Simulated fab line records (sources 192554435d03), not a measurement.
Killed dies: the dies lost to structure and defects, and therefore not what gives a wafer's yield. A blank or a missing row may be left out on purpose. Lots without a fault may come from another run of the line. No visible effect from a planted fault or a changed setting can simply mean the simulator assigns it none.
One fault through the eyes of 2 desks | flow n5-finfet | numbers are kept per desk, each desk with only its own; the story behind them comes last

== AT THE METROLOGY DESK ==
Means of the sampled wafers that have a number, per lot and without regard to the tool the lot ran on: this is what the gauges read. A lot is out of limits, marked OUT, if its mean lies more than 4 standard deviations from the usual mean; the brackets give that distance. It has 12 readings, of which 7 appear: the earliest out of limits, and the ones furthest out on some lot.
Columns: A = M2_ILD_THK at N5_BEOL_M2_THK_MEAS_01, usual 78.7 nm; B = DIBL_N at N5_BEOL_M4_RC_MEAS_101, usual 36.3 mV/V; C = IOFF_P at N5_BEOL_M4_RC_MEAS_101, usual 0.209 nA/um; D = ION_P at N5_BEOL_M4_RC_MEAS_101, usual 462 uA/um; E = SS_N at N5_BEOL_M4_RC_MEAS_101, usual 71.5 mV/dec; F = SS_P at N5_BEOL_M4_RC_MEAS_101, usual 73.2 mV/dec; G = VT_P at N5_BEOL_M4_RC_MEAS_101, usual -249.9 mV
lot  | first seen here | A               | B    | C     | D   | E    | F    | G
L371 | day 6 09:21     | 79.2            | 35.7 | 0.181 | 456 | 71.4 | 73.2 | -253.5
L372 | day 7 01:51     | 79.2            | 36.5 | 0.221 | 465 | 71.3 | 73.2 | -249.3
L373 | day 7 06:46     | 78.3            | 37.1 | 0.218 | 463 | 71.3 | 73.2 | -248.4
L374 | day 7 07:55     | 79.8            | 35.0 | 0.181 | 461 | 71.2 | 72.9 | -251.3
L375 | day 7 14:04     | 79.4            | 35.4 | 0.172 | 455 | 70.3 | 72.5 | -255.1
L376 | day 7 17:02     | 78.7            | 37.3 | 0.258 | 468 | 71.6 | 73.3 | -244.9
L381 | day 8 23:30     | 60.8 (-19) OUT  | 36.6 | 0.209 | 465 | 71.4 | 73.7 | -247.0
L383 | day 9 16:25     | 66.1 (-13) OUT  | 36.9 | 0.255 | 471 | 71.0 | 72.7 | -244.3
L384 | day 9 18:04     | 70.0 (-9.2) OUT | 38.5 | 0.229 | 462 | 72.5 | 73.5 | -248.6
L387 | day 10 12:17    | 78.6            | 37.7 | 0.207 | 459 | 71.2 | 72.9 | -250.2
L389 | day 11 03:10    | 78.7            | 37.7 | 0.230 | 465 | 72.0 | 73.5 | -248.5
L391 | day 11 05:45    | 79.4            | 37.6 | 0.226 | 463 | 72.0 | 72.9 | -249.1
L390 | day 11 07:43    | 80.7            | 35.9 | 0.204 | 462 | 71.3 | 72.6 | -248.5
L394 | day 12 12:07    | 78.0            | 36.0 | 0.199 | 462 | 71.8 | 73.3 | -247.7
This desk finds L381, L383, L384 out of limits, with the earliest case on L381 at day 8 23:59 (M2_ILD_THK at N5_BEOL_M2_THK_MEAS_01). Within limits: L371, L372, L373, L374, L375, L376, L387, L389, L391, L390, L394.

== FOR THE TOOL OWNER'S DESK: pecvd-04 ==
The tool's own readings at N5_BEOL_M2_ILD_DEP_00 (deposits SiOC from DEMS/O2, target thk 79 nm, time 15.3 s): means of the sampled wafers that have a number, for each lot that ran on this tool. A lot is out of limits, marked OUT, if its mean lies more than 4 standard deviations from the usual mean; the brackets give that distance.
Columns: A = heater-power-w at N5_BEOL_M2_ILD_DEP_00, usual 535 W; B = showerhead-plenum-p-Torr at N5_BEOL_M2_ILD_DEP_00, usual 5.697 Torr; C = susceptor-temp-C at N5_BEOL_M2_ILD_DEP_00, usual 349.97 C; D = throttle-valve-pct at N5_BEOL_M2_ILD_DEP_00, usual 12.2 %
lot  | first seen here | A   | B     | C      | D
L372 | day 7 02:10     | 606 | 5.706 | 350.05 | 12.6
L373 | day 7 07:05     | 622 | 5.689 | 349.87 | 13.4
L375 | day 7 14:26     | 591 | 5.712 | 349.82 | 12.0
L376 | day 7 17:22     | 574 | 5.697 | 349.90 | 13.1
L381 | day 8 23:55     | 592 | 5.703 | 350.35 | 12.2
L383 | day 9 16:45     | 576 | 5.710 | 349.81 | 12.4
L384 | day 9 18:24     | 564 | 5.704 | 349.82 | 12.2
Finding of this desk: none of the 7 lots has anything out of limits.

== PUT TOGETHER ==
L381, L383, L384 would have let the metrology desk raise an alarm at day 8 23:59.
The desk of the tool owner found nothing out of limits.
Tool owner's desk: L381, L383, L384 on record, inside its limits.
Of the lots named, all ran N5_BEOL_M2_ILD_DEP_00 on pecvd-04.

== WHAT THE SIMULATOR HAD PUT IN ==
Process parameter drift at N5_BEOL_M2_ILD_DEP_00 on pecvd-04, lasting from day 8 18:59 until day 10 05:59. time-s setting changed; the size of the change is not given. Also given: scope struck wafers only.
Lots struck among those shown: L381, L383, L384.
Delay in hours, fault start to first out-of-limits reading, per desk: metrology desk 5.
